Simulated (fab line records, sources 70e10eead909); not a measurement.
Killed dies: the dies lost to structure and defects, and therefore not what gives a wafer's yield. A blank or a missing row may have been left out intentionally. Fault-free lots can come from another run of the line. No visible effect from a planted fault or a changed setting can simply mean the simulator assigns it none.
What tool caused it? :: flow nand harc :: 42 wafers from 14 lots sampled at 5 of the route's 1302 steps

== WHAT THE GAUGES READ, wafer by wafer ==
NHARC_P_M2_THK_MEAS_24: measures by xrf.
lot: L421
measured: day 7 04:59
on: film metro-02
thk nm (nm): 147.7 143.6 145.6

lot: L420
measured: day 7 05:53
on: film metro-01
thk nm (nm): 144.0 143.4 145.4

lot: L428
measured: day 10 19:15
on: film metro-02
thk nm (nm): 143.9 143.9 145.0

lot: L430
measured: day 11 03:12
on: film metro-02
thk nm (nm): 403.5 397.9 404.7

lot: L429
measured: day 11 03:28
on: film metro-01
thk nm (nm): 398.8 391.8 396.4

lot: L431
measured: day 11 17:02
on: film metro-01
thk nm (nm): 145.2 146.0 145.2

lot: L432
measured: day 11 20:04
on: film metro-01
thk nm (nm): 142.1 144.3 143.4

lot: L434
measured: day 12 15:34
on: film metro-02
thk nm (nm): 144.8 144.9 143.6

lot: L435
measured: day 13 02:44
on: film metro-01
thk nm (nm): 144.9 143.8 143.0

lot: L436
measured: day 13 15:55
on: film metro-02
thk nm (nm): 146.1 147.5 144.2

lot: L437
measured: day 13 22:05
on: film metro-02
thk nm (nm): 143.0 141.9 145.3

lot: L438
measured: day 14 08:25
on: film metro-02
thk nm (nm): 145.6 145.3 143.6

lot: L439
measured: day 14 19:22
on: film metro-02
thk nm (nm): 146.2 145.7 146.5

lot: L440
measured: day 15 10:14
on: film metro-02
thk nm (nm): 144.7 146.1 144.3

NHARC_P_M2_INSPECT_27.
lot: L421
measured: day 7 05:08
on: defect inspect-01
raw defect count: 308 356 371

lot: L420
measured: day 7 06:02
on: defect inspect-01
raw defect count: 348 282 426

lot: L428
measured: day 10 19:25
on: defect inspect-02
raw defect count: 327 223 344

lot: L430
measured: day 11 03:22
on: defect inspect-02
raw defect count: 192 201 202

lot: L429
measured: day 11 03:38
on: defect inspect-01
raw defect count: 488 346 262

lot: L431
measured: day 11 17:11
on: defect inspect-01
raw defect count: 270 279 257

lot: L432
measured: day 11 20:14
on: defect inspect-01
raw defect count: 316 262 233

lot: L434
measured: day 12 15:43
on: defect inspect-02
raw defect count: 380 351 227

lot: L435
measured: day 13 02:53
on: defect inspect-02
raw defect count: 229 226 227

lot: L436
measured: day 13 16:04
on: defect inspect-01
raw defect count: 146 263 166

lot: L437
measured: day 13 22:15
on: defect inspect-01
raw defect count: 394 337 388

lot: L438
measured: day 14 08:35
on: defect inspect-02
raw defect count: 322 438 341

lot: L439
measured: day 14 19:31
on: defect inspect-01
raw defect count: 287 175 336

lot: L440
measured: day 15 10:24
on: defect inspect-02
raw defect count: 254 207 348

== WHICH TOOL RAN EACH LOT (tool, then ch and the chambers of the sampled wafers, then the start) ==
lot: L421
NHARC_P_M2_DESCUM_14: rie diel-03 ch 0,1,2, day 7 02:35
NHARC_P_M2_ETCH_28: rie diel-01 ch 1,2,3, day 7 04:40 or earlier
NHARC_P_M2_CMP_23: cmp-02 ch 0,1, day 7 04:40

lot: L420
NHARC_P_M2_DESCUM_14: rie diel-03 ch 1,2,3, day 7 03:03
NHARC_P_M2_ETCH_28: rie diel-10 ch 0,1,2, day 7 05:34 or earlier
NHARC_P_M2_CMP_23: cmp-02 ch 0,1, day 7 05:34

lot: L428
NHARC_P_M2_DESCUM_14: rie diel-01 ch 0,1,3, day 10 16:49
NHARC_P_M2_ETCH_28: rie diel-03 ch 0,1, day 10 18:58 or earlier
NHARC_P_M2_CMP_23: cmp-03 ch 0,1, day 10 18:58

lot: L430
NHARC_P_M2_DESCUM_14: rie diel-01 ch 0,1,2, day 11 00:47
NHARC_P_M2_ETCH_28: rie diel-01 ch 0,2,3, day 11 02:55 or earlier
NHARC_P_M2_CMP_23: cmp-03 ch 0,2,3, day 11 02:55

lot: L429
NHARC_P_M2_DESCUM_14: rie diel-03 ch 1,2,3, day 11 00:56
NHARC_P_M2_ETCH_28: rie diel-03 ch 1,2,3, day 11 03:09 or earlier
NHARC_P_M2_CMP_23: cmp-02 ch 0,1,2, day 11 03:09

lot: L431
NHARC_P_M2_DESCUM_14: rie diel-01 ch 1,2,3, day 11 14:35
NHARC_P_M2_ETCH_28: rie diel-01 ch 0,1,3, day 11 16:44 or earlier
NHARC_P_M2_CMP_23: cmp-03 ch 1,2,3, day 11 16:44

lot: L432
NHARC_P_M2_DESCUM_14: rie diel-01 ch 1,2, day 11 17:33
NHARC_P_M2_ETCH_28: rie diel-10 ch 1,2, day 11 19:44 or earlier
NHARC_P_M2_CMP_23: cmp-02 ch 1,2, day 11 19:44

lot: L434
NHARC_P_M2_DESCUM_14: rie diel-01 ch 1,2, day 12 13:08
NHARC_P_M2_ETCH_28: rie diel-10 ch 1,3, day 12 15:18 or earlier
NHARC_P_M2_CMP_23: cmp-04 ch 0,1,2, day 12 15:18

lot: L435
NHARC_P_M2_DESCUM_14: rie diel-01 ch 1,2, day 13 00:16
NHARC_P_M2_ETCH_28: rie diel-10 ch 0,2,3, day 13 02:25 or earlier
NHARC_P_M2_CMP_23: cmp-03 ch 0,1,2, day 13 02:25

lot: L436
NHARC_P_M2_DESCUM_14: rie diel-01 ch 1,2, day 13 13:28
NHARC_P_M2_ETCH_28: rie diel-10 ch 0,3, day 13 15:36 or earlier
NHARC_P_M2_CMP_23: cmp-03 ch 0,2, day 13 15:36

lot: L437
NHARC_P_M2_DESCUM_14: rie diel-10 ch 0,1,2, day 13 19:39
NHARC_P_M2_ETCH_28: rie diel-03 ch 0,1,2, day 13 21:47 or earlier
NHARC_P_M2_CMP_23: cmp-02 ch 1,2,3, day 13 21:47

lot: L438
NHARC_P_M2_DESCUM_14: rie diel-01 ch 0,1,3, day 14 06:00
NHARC_P_M2_ETCH_28: rie diel-10 ch 0,1,3, day 14 08:07 or earlier
NHARC_P_M2_CMP_23: cmp-04 ch 0,1,3, day 14 08:07

lot: L439
NHARC_P_M2_DESCUM_14: rie diel-10 ch 1,2,3, day 14 16:56
NHARC_P_M2_ETCH_28: rie diel-03 ch 0,2,3, day 14 19:03 or earlier
NHARC_P_M2_CMP_23: cmp-04 ch 1,2, day 14 19:03

lot: L440
NHARC_P_M2_DESCUM_14: rie diel-01 ch 0,2,3, day 15 07:50
NHARC_P_M2_ETCH_28: rie diel-03 ch 0,2,3, day 15 09:56 or earlier
NHARC_P_M2_CMP_23: cmp-04 ch 0,2,3, day 15 09:56
- NHARC_P_M2_DESCUM_14: chemistry O2, time 3 s.
- NHARC_P_M2_ETCH_28: etches the open film in CF4/N2, target depth 30 nm, time 72.99 s.
- NHARC_P_M2_CMP_23: polishes, t overpolish 20 s, target thk 144.3 nm.

== AS READ BY THE TOOLS THEMSELVES (means over the sampled wafers that have a number; for cases with no such wafer, the mark the record gives instead) ==
NHARC_P_M2_DESCUM_14.
lot: L421
tool: rie diel-03
drypump motor current A (A): 5.7
oes product au (a.u.): 1.001
rf vpp V (V): 57.4
showerhead plenum p Torr (Torr): 1.88
throttle valve pct (%): 11.313

lot: L420
tool: rie diel-03
drypump motor current A (A): 5.6
oes product au (a.u.): 1.007
rf vpp V (V): 57.9
showerhead plenum p Torr (Torr): 1.85
throttle valve pct (%): 11.309

lot: L428
tool: rie diel-01
drypump motor current A (A): 5.3
oes product au (a.u.): 0.994
rf vpp V (V): 57.3
showerhead plenum p Torr (Torr): 1.95
throttle valve pct (%): 11.305

lot: L430
tool: rie diel-01
drypump motor current A (A): 5.5
oes product au (a.u.): 1.001
rf vpp V (V): 58.1
showerhead plenum p Torr (Torr): 1.89
throttle valve pct (%): 11.307

lot: L429
tool: rie diel-03
drypump motor current A (A): 5.5
oes product au (a.u.): 0.999
rf vpp V (V): 57.5
showerhead plenum p Torr (Torr): 1.85
throttle valve pct (%): 11.307

lot: L431
tool: rie diel-01
drypump motor current A (A): 5.8
oes product au (a.u.): 0.996
rf vpp V (V): 57.2
showerhead plenum p Torr (Torr): 1.92
throttle valve pct (%): 11.313

lot: L432
tool: rie diel-01
drypump motor current A (A): 5.8
oes product au (a.u.): 0.992
rf vpp V (V): 57.9
showerhead plenum p Torr (Torr): 1.85
throttle valve pct (%): 11.305

lot: L434
tool: rie diel-01
drypump motor current A (A): 6.0
oes product au (a.u.): 0.999
rf vpp V (V): 57.5
showerhead plenum p Torr (Torr): 1.86
throttle valve pct (%): 11.316

lot: L435
tool: rie diel-01
drypump motor current A (A): 5.8
oes product au (a.u.): 0.997
rf vpp V (V): 56.9
showerhead plenum p Torr (Torr): 1.85
throttle valve pct (%): 11.318

lot: L436
tool: rie diel-01
drypump motor current A (A): 5.8
oes product au (a.u.): 0.996
rf vpp V (V): 57.7
showerhead plenum p Torr (Torr): 1.85
throttle valve pct (%): 11.313

lot: L437
tool: rie diel-10
drypump motor current A (A): 5.6
oes product au (a.u.): 1.006
rf vpp V (V): 58.1
showerhead plenum p Torr (Torr): 2.00
throttle valve pct (%): 11.311

lot: L438
tool: rie diel-01
drypump motor current A (A): 5.3
oes product au (a.u.): 1.002
rf vpp V (V): 58.2
showerhead plenum p Torr (Torr): 1.94
throttle valve pct (%): 11.300

lot: L439
tool: rie diel-10
drypump motor current A (A): 5.9
oes product au (a.u.): 1.000
rf vpp V (V): 57.5
showerhead plenum p Torr (Torr): 2.00
throttle valve pct (%): 11.319

lot: L440
tool: rie diel-01
drypump motor current A (A): 5.5
oes product au (a.u.): 1.000
rf vpp V (V): 57.8
showerhead plenum p Torr (Torr): 1.96
throttle valve pct (%): 11.320

NHARC_P_M2_ETCH_28.
lot: L421
tool: rie diel-01
drypump motor current A (A): 5.8
oes product au (a.u.): 1.004
rf vpp V (V): 314.0
showerhead plenum p Torr (Torr): 2.64
throttle valve pct (%): 19.798

lot: L420
tool: rie diel-10
drypump motor current A (A): 5.6
oes product au (a.u.): 1.001
rf vpp V (V): 315.7
showerhead plenum p Torr (Torr): 2.73
throttle valve pct (%): 19.789

lot: L428
tool: rie diel-03
drypump motor current A (A): 5.7
oes product au (a.u.): 0.990
rf vpp V (V): 315.5
showerhead plenum p Torr (Torr): 2.68
throttle valve pct (%): 19.802

lot: L430
tool: rie diel-01
drypump motor current A (A): 5.5
oes product au (a.u.): 0.998
rf vpp V (V): 315.9
showerhead plenum p Torr (Torr): 2.69
throttle valve pct (%): 19.798

lot: L429
tool: rie diel-03
drypump motor current A (A): 5.6
oes product au (a.u.): 1.002
rf vpp V (V): 313.0
showerhead plenum p Torr (Torr): 2.55
throttle valve pct (%): 19.795

lot: L431
tool: rie diel-01
drypump motor current A (A): 5.3
oes product au (a.u.): 1.001
rf vpp V (V): 315.2
showerhead plenum p Torr (Torr): 2.67
throttle valve pct (%): 19.789

lot: L432
tool: rie diel-10
drypump motor current A (A): 5.6
oes product au (a.u.): 1.010
rf vpp V (V): 317.0
showerhead plenum p Torr (Torr): 2.79
throttle valve pct (%): 19.789

lot: L434
tool: rie diel-10
drypump motor current A (A): 5.8
oes product au (a.u.): 1.005
rf vpp V (V): 316.6
showerhead plenum p Torr (Torr): 2.74
throttle valve pct (%): 19.791

lot: L435
tool: rie diel-10
drypump motor current A (A): 6.0
oes product au (a.u.): 1.009
rf vpp V (V): 315.6
showerhead plenum p Torr (Torr): 2.68
throttle valve pct (%): 19.793

lot: L436
tool: rie diel-10
drypump motor current A (A): 5.9
oes product au (a.u.): 0.999
rf vpp V (V): 315.2
showerhead plenum p Torr (Torr): 2.62
throttle valve pct (%): 19.796

lot: L437
tool: rie diel-03
drypump motor current A (A): 5.7
oes product au (a.u.): 1.002
rf vpp V (V): 313.6
showerhead plenum p Torr (Torr): 2.58
throttle valve pct (%): 19.796

lot: L438
tool: rie diel-10
drypump motor current A (A): 5.8
oes product au (a.u.): 1.003
rf vpp V (V): 315.1
showerhead plenum p Torr (Torr): 2.68
throttle valve pct (%): 19.790

lot: L439
tool: rie diel-03
drypump motor current A (A): 5.8
oes product au (a.u.): 1.007
rf vpp V (V): 313.1
showerhead plenum p Torr (Torr): 2.61
throttle valve pct (%): 19.791

lot: L440
tool: rie diel-03
drypump motor current A (A): 5.8
oes product au (a.u.): 1.001
rf vpp V (V): 314.1
showerhead plenum p Torr (Torr): 2.61
throttle valve pct (%): 19.787

NHARC_P_M2_CMP_23.
lot: L421
tool: cmp-02
edge zone pressure frac: 1.005
motor current A (A): 13.3
slurry filter dp kPa (kPa): 13.57
time to endpoint s (s): 28.8

lot: L420
tool: cmp-02
edge zone pressure frac: 1.002
motor current A (A): 13.4
slurry filter dp kPa (kPa): 13.55
time to endpoint s (s): 28.3

lot: L428
tool: cmp-03
edge zone pressure frac: 0.996
motor current A (A): 13.2
slurry filter dp kPa (kPa): 13.59
time to endpoint s (s): 29.1

lot: L430
tool: cmp-03
edge zone pressure frac: -
motor current A (A): -
slurry filter dp kPa (kPa): -
time to endpoint s (s): -

lot: L429
tool: cmp-02
edge zone pressure frac: -
motor current A (A): -
slurry filter dp kPa (kPa): -
time to endpoint s (s): -

lot: L431
tool: cmp-03
edge zone pressure frac: 0.998
motor current A (A): 11.8
slurry filter dp kPa (kPa): 13.51
time to endpoint s (s): 28.1

lot: L432
tool: cmp-02
edge zone pressure frac: 0.999
motor current A (A): 13.2
slurry filter dp kPa (kPa): 13.54
time to endpoint s (s): 30.3

lot: L434
tool: cmp-04
edge zone pressure frac: 1.003
motor current A (A): 11.5
slurry filter dp kPa (kPa): 13.58
time to endpoint s (s): 28.9

lot: L435
tool: cmp-03
edge zone pressure frac: 1.000
motor current A (A): 12.7
slurry filter dp kPa (kPa): 13.43
time to endpoint s (s): 31.2

lot: L436
tool: cmp-03
edge zone pressure frac: 0.994
motor current A (A): 12.3
slurry filter dp kPa (kPa): 13.78
time to endpoint s (s): 30.1

lot: L437
tool: cmp-02
edge zone pressure frac: 0.995
motor current A (A): 12.1
slurry filter dp kPa (kPa): 13.57
time to endpoint s (s): 29.9

lot: L438
tool: cmp-04
edge zone pressure frac: 0.999
motor current A (A): 11.2
slurry filter dp kPa (kPa): 13.49
time to endpoint s (s): 32.0

lot: L439
tool: cmp-04
edge zone pressure frac: 1.001
motor current A (A): 11.8
slurry filter dp kPa (kPa): 13.39
time to endpoint s (s): 31.6

lot: L440
tool: cmp-04
edge zone pressure frac: 0.999
motor current A (A): 11.7
slurry filter dp kPa (kPa): 13.48
time to endpoint s (s): 26.4

== THE ANSWER, worked out from the rows above alone ==
Rule: usual is defined by the lots themselves. Put in order of their means at a reading, lots are off if they are a third of the lots or fewer, leave a main group of 4 or more, and stand apart from it by a gap of 3 or more times the standard deviation of the main group's means; of several such gaps the widest counts. The tables above print the reading to a certain number of digits; a main group whose means all agree to those digits is not used. Also off: a lot with no number at a reading for which 4 or more lots have one. All remaining lots with rows at the step are treated as sound. First the gauges in route order, then the tools' own readings, where a lot's mean is used as printed above. The first step at which some lot is off is used, and at that step the reading that is off furthest; a lot without a number counts as furthest.
Off, at NHARC_P_M2_THK_MEAS_24 on thk nm: L430, L429. Mean 144.7 nm and standard deviation 0.91 in the main group.
A tool fits if, at a process step before that reading, it ran every lot that is off, and no sound lot after the first of them. The gauges at NHARC_P_M2_THK_MEAS_24 aren't tried: what is off there is off at NHARC_P_M2_CMP_23 too, on other tools, and a gauge's error can't cause that. Because NHARC_P_M2_ETCH_28 lacks a start for some lots, the hours and order of its lots are taken from NHARC_P_M2_CMP_23. No candidate that was tried fits.

== WHAT THE SIMULATOR PUT IN ==
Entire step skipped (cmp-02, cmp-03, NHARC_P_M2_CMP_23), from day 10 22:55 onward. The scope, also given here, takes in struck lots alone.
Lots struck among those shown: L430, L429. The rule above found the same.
